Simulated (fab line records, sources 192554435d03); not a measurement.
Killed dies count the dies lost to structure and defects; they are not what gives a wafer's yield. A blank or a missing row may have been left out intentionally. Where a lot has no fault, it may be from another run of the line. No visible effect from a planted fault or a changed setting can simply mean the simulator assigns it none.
A struck lot beside a sound one :: flow n5-finfet :: 15 out of 1938 route steps
Sound: the wafers L447.2, L447.5, L447.6. Wafers struck: L453.1, L453.5. At the end, the cause is stated.
For every step that has rows: the tool of each side, followed by ch and its chambers, followed by its first start. Under that, the readings that differ: sound wafers :: struck wafers :: difference of the means :: sigmas: that difference in standard deviations of wafers without a fault.
alike: words and numbers the same on both sides, and readings whose means are apart by under 2 such deviations; not compared: readings that were withheld, readings missing a value for some wafer, numbers with overlapping values and no deviation given by the record, and bounds like >300 which may hide the same value.
Wherever a step has rows on one side only, a row that says differs or no value, or a row with sigmas, the two part there. Non-overlapping numbers with no deviation appear without sigmas and do not part them. A reading missing from all wafers of one side parts the sides only when that side holds two or more wafers.

N5_BEOL_M11_HM_DEP_02: deposits TiN, target thk 20 nm.
  sound on pvd-sputter-03, day 12 08:32; struck on pvd-sputter-02, day 13 14:52
  alike: chamber-pressure-pa, throttle-valve-pct
then, 8 steps without rows for these wafers: N5_BEOL_M11_COAT_59 (time 60 s, resist thk 100 nm); N5_BEOL_M11_COAT_60 (time 60 s, resist thk 30 nm); N5_BEOL_M11_COAT_05 (resist thk 90 nm); N5_BEOL_M11_EBR_07; N5_BEOL_M11_SOFTBAKE_06 (time 60 s); N5_BEOL_M11_EXPOSE_08 (exposes mask M11); N5_BEOL_M11_PEB_09 (peb time 60 s); N5_BEOL_M11_DEVELOP_10 (develop time 30 s).
N5_BEOL_M11_CD_MEAS_11: target cd 64.1 nm.
  sound on cd-sem-03 ch 0, day 12 09:02; struck on cd-sem-02 ch 0, day 13 15:15
  alike: cd-nm
N5_BEOL_M11_OVL_MEAS_12:
  sound on overlay-01 ch 0, day 12 09:03; struck on overlay-01 ch 0, day 13 15:17
  alike: M11_OVL
N5_BEOL_M11_INSPECT_13: inspects for defects (brightfield).
  sound on defect-inspect-02, day 12 09:05; struck on defect-inspect-01, day 13 15:19
  alike: raw-defect-count
N5_BEOL_M11_DESCUM_16: chemistry O2, time 7.9 s.
  sound on rie-diel-06 ch 1,2,3, day 12 09:23; struck on rie-diel-06 ch 0, day 13 15:29
reading: oes-product-au (a.u.)
sound: 0.73 0.82 0.75
struck: 0.97 0.97
difference: +0.20
sigmas: +3

reading: throttle-valve-pct (%)
sound: 20.89 20.54 20.61
struck: 19.97 19.96
difference: -0.71
sigmas: -3
  alike: drypump-motor-current-A, o2-flow-sccm, rf-vpp-V, showerhead-plenum-p-Torr
  not compared: rf-hours-counter-h
N5_BEOL_M11_ETCH_61: etches SiARC in CF4, target depth 39 nm, time 65 s.
  sound on rie-diel-06 ch 1,2,3, day 12 09:26; struck on rie-diel-06 ch 0, day 13 15:31
reading: oes-product-au (a.u.)
sound: 0.62 0.69 0.63
struck: 0.82 0.81
difference: +0.17
sigmas: +3

reading: throttle-valve-pct (%)
sound: 15.91 15.64 15.75
struck: 15.16 15.17
difference: -0.60
sigmas: -3
  alike: drypump-motor-current-A, etch-rf-on-time-s, rf-vpp-V, showerhead-plenum-p-Torr
  not compared: rf-hours-counter-h, model.CAR-ArF_of_BEOL_M11_COAT_05.thk-nm
N5_BEOL_M11_ETCH_62: etches SOC in N2/H2, target depth 110 nm, overetch 22 nm, time 165 s.
  sound on rie-diel-06 ch 1,2,3, day 12 09:29; struck on rie-diel-06 ch 0, day 13 15:34
reading: oes-product-au (a.u.)
sound: 0.61 0.69 0.64
struck: 0.79 0.80
difference: +0.15
sigmas: +2

reading: throttle-valve-pct (%)
sound: 18.23 17.81 17.97
struck: 17.33 17.33
difference: -0.67
sigmas: -3
  alike: drypump-motor-current-A, rf-vpp-V, showerhead-plenum-p-Torr
  not compared: rf-hours-counter-h

## WHERE THEY PART
Last at N5_BEOL_M11_ETCH_62 as far as this record goes, first at N5_BEOL_M11_DESCUM_16.

WHY: what the simulator had put in
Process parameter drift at N5_BEOL_M11_DESCUM_16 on rie-diel-06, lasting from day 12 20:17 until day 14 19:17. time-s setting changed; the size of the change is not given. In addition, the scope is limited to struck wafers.
